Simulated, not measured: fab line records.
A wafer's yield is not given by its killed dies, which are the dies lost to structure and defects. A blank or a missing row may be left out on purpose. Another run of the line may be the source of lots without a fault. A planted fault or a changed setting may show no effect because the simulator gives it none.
Matching of chambers + flow nand harc + 3 sister chambers for NHARC_A_STAIRCASE_DEP_322 on pecvd-04
The step deposits SiO2, target thk 3800 nm. 3 wafers are shown with their chamber, then 8 later ones without.

== WAFERS WITH THEIR CHAMBER ==
| wafer  | chamber | heater power w (W) |
|--------|---------|--------------------|
| L084.6 | 1       | 680                |
| L083.4 | 0       | 547                |
| L088.3 | 2       | 540                |

== WAFERS WHOSE CHAMBER IS MISSING ==
| wafer  | heater power w (W) |
|--------|--------------------|
| L088.4 | 555                |
| L088.5 | 493                |
| L094.4 | 535                |
| L094.5 | 507                |
| L094.6 | 771                |
| L096.3 | 910                |
| L096.4 | 545                |
| L096.5 | 765                |

== CHAMBER TAKEN BY EACH ==
| wafer  | from the rows above          | in truth |
|--------|------------------------------|----------|
| L088.4 | can't be placed: 0 or 2 or 1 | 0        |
| L088.5 | can't be placed: 2 or 0 or 1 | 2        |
| L094.4 | can't be placed: 2 or 0 or 1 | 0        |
| L094.5 | can't be placed: 2 or 0 or 1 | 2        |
| L094.6 | can't be placed: 1 or 0 or 2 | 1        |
| L096.3 | can't be placed: 1 or 0 or 2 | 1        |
| L096.4 | can't be placed: 0 or 2 or 1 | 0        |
| L096.5 | can't be placed: 1 or 0 or 2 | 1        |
Correct placement for 0 of the 8. These rows do not allow placing 8 (true chamber among the candidates in 8). Placed wrongly: 0.
How it was worked out, from the rows above alone: a wafer's distance from a chamber is the root of the sum, over the readings, of the square of ((its reading less the chamber's mean) divided by the reading's scatter). If the next closest chamber is less than 2 further off than the closest, the wafer can't be placed; otherwise it belongs to the closest. The mean given for a chamber averages the wafers shown for that chamber. The scatter (one wafer shown for each chamber): square how far every hidden wafer sits from the nearest shown wafer, average those squares and take the square root.
